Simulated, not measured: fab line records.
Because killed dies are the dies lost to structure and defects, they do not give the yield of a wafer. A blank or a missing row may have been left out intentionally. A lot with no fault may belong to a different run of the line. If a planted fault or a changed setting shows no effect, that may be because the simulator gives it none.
A lot that was struck, set against a sound lot -- flow n5-finfet -- 37 out of 1938 route steps
Sound: these wafers, L988.2, L988.3, L988.5. Wafers struck: L999.4, L999.5, L999.6. The cause is given at the end.
Per side, at each step with rows, come the tool, then ch with its chambers, and then its first start. Under that, the readings that differ: sound wafers -- struck wafers -- difference of the means -- sigmas: that difference in standard deviations of wafers without a fault.
alike: readings with means less than 2 such deviations apart, plus words and numbers identical on both sides. not compared: withheld readings, readings lacking a value on some wafer, bounds such as >300 that could conceal the same value, and numbers that have no deviation in the record and whose values overlap.
Wherever a step has rows on one side only, a row that says differs or no value, or a row with sigmas, the two part there. When numbers do not overlap yet have no deviation, they are printed without sigmas and do not part them. A reading missing from all wafers of one side parts the sides only when that side holds two or more wafers.

first, 9 steps without rows for these wafers: N5_BEOL_M4_ANNEAL_95 (time 240 s); N5_BEOL_M4_SPUTTER_96 (material Cu, target thk 4.5 nm, time 8.29 s); N5_BEOL_M4_ECD_50 (material Cu, target thk 300 nm); N5_BEOL_M4_ANNEAL_51 (time 90 s); N5_BEOL_M4_CMP_52 (polishes, stops on SiOC, t overpolish 6.8 s, target thk 40 nm); N5_BEOL_M4_PRE_CLEAN_60 (time 15 s); N5_BEOL_M4_CO_CAP_55 (material Co, precursor CCTBA/H2, target thk 2 nm, time 102.1 s); N5_BEOL_M4_PRE_CLEAN_56 (time 15 s); N5_BEOL_M4_DEP_57 (deposits SiCN from 3MS/NH3, target thk 8 nm, time 14 s).
N5_BEOL_M4_RC_MEAS_101:
  sound on prober-01 ch 0, day 10 09:01; struck on prober-01 ch 0, day 12 19:05
reading,sound,struck,difference,sigmas
IOFF_P (nA/um),0.27 0.31 0.27,0.23 0.22 0.20,-0.07,-2
  alike: DIBL_N, DIBL_P, IOFF_N, ION_N, ION_P, SS_N, SS_P, VT_N, VT_P
then, 24 steps without rows for these wafers: N5_BEOL_M5_ILD_DEP_00 (deposits SiCOH lowk from DEMS/porogen, target thk 140.64 nm, time 25.9 s); N5_BEOL_M5_CURE_79 (cures SiCOH lowk, time 240 s); N5_BEOL_M5_PECVD_70 (deposits SiO2 from TEOS/O2, target thk 16 nm, time 18 s); N5_BEOL_M5_HM_DEP_02 (deposits TiN, target thk 20 nm); N5_BEOL_M5_COAT_59 (time 60 s, resist thk 60 nm); N5_BEOL_M5_COAT_60 (time 60 s, resist thk 12 nm); N5_BEOL_M5_COAT_71 (time 60 s, resist thk 5 nm); N5_BEOL_M5_COAT_05 (resist thk 30 nm); N5_BEOL_M5_EBR_07; N5_BEOL_M5_SOFTBAKE_06 (time 60 s); N5_BEOL_M5_EXPOSE_08 (exposes mask M5, target cd 28 nm); N5_BEOL_M5_PEB_09 (peb time 60 s); N5_BEOL_M5_DEVELOP_10 (develop time 30 s); N5_BEOL_M5_DESCUM_16 (chemistry O2, time 7 s); N5_BEOL_M5_ETCH_72 (etches underlayer in N2/H2, target depth 6.5 nm, time 5.2 s); N5_BEOL_M5_ETCH_61 (etches SiARC in CF4, target depth 15.6 nm, time 26 s); N5_BEOL_M5_ETCH_62 (etches SOC in N2/H2, target depth 75 nm, overetch 15 nm, time 112.5 s); N5_BEOL_M5_STRIP_63 (strips in N2/H2); N5_BEOL_M5_STRIP_73 (strips in N2/H2); N5_BEOL_M5_STRIP_64 (strips in CF4); N5_BEOL_M5_HM_OPEN_17 (chemistry Cl2/BCl3, target TiN, target depth 20 nm, overetch 6 nm); N5_BEOL_M5_STRIP_19 (strips in O2); N5_BEOL_M5_COAT_65 (time 60 s, resist thk 60 nm); N5_BEOL_M5_COAT_66 (time 60 s, resist thk 12 nm).
-- here the record skips 3 days between the struck wafers' starts before and after, leaving off in module BEOL_M5 and picking up in module BEOL_M11 (first step shown: number 1536 of the route) --
N5_BEOL_M11_ILD_DEP_00: deposits SiCOH lowk from DEMS/porogen, target thk 308.51 nm, time 58 s.
  sound on pecvd-04 ch 1,2, day 12 22:01; struck on pecvd-04 ch 0,1,2, day 15 08:43
  no value came back on the struck wafers for any of 6 readings (chamber-pressure-Torr (Torr), heater-power-outer-w (W) and others); on the sound wafers chamber-pressure-Torr (Torr) reads 4.989 4.993 4.997
N5_BEOL_M11_OCD_MEAS_38:
  sound on ocd-02, day 13 01:16; struck on ocd-02, day 15 15:03
reading,sound,struck,difference,sigmas
trench-depth-nm (nm),150.4 146.7 150.9,- - -,no value on the struck wafers,
-- the record jumps here: 3 days lie between the struck wafers' starts before and after (it left off in module BEOL_M11 and takes up again in module PASSIVATION, whose first step shown is number 1936 of the route) --
N5_PASSIVATION_PROBE_49:
  rows exist in the record for the struck wafers here (prober-02, day 18 06:49), but not for the sound ones

== WHERE THEY PART ==
Last at N5_PASSIVATION_PROBE_49 as far as this record goes, first at N5_BEOL_M4_RC_MEAS_101.

WHY: whatever the simulator had introduced
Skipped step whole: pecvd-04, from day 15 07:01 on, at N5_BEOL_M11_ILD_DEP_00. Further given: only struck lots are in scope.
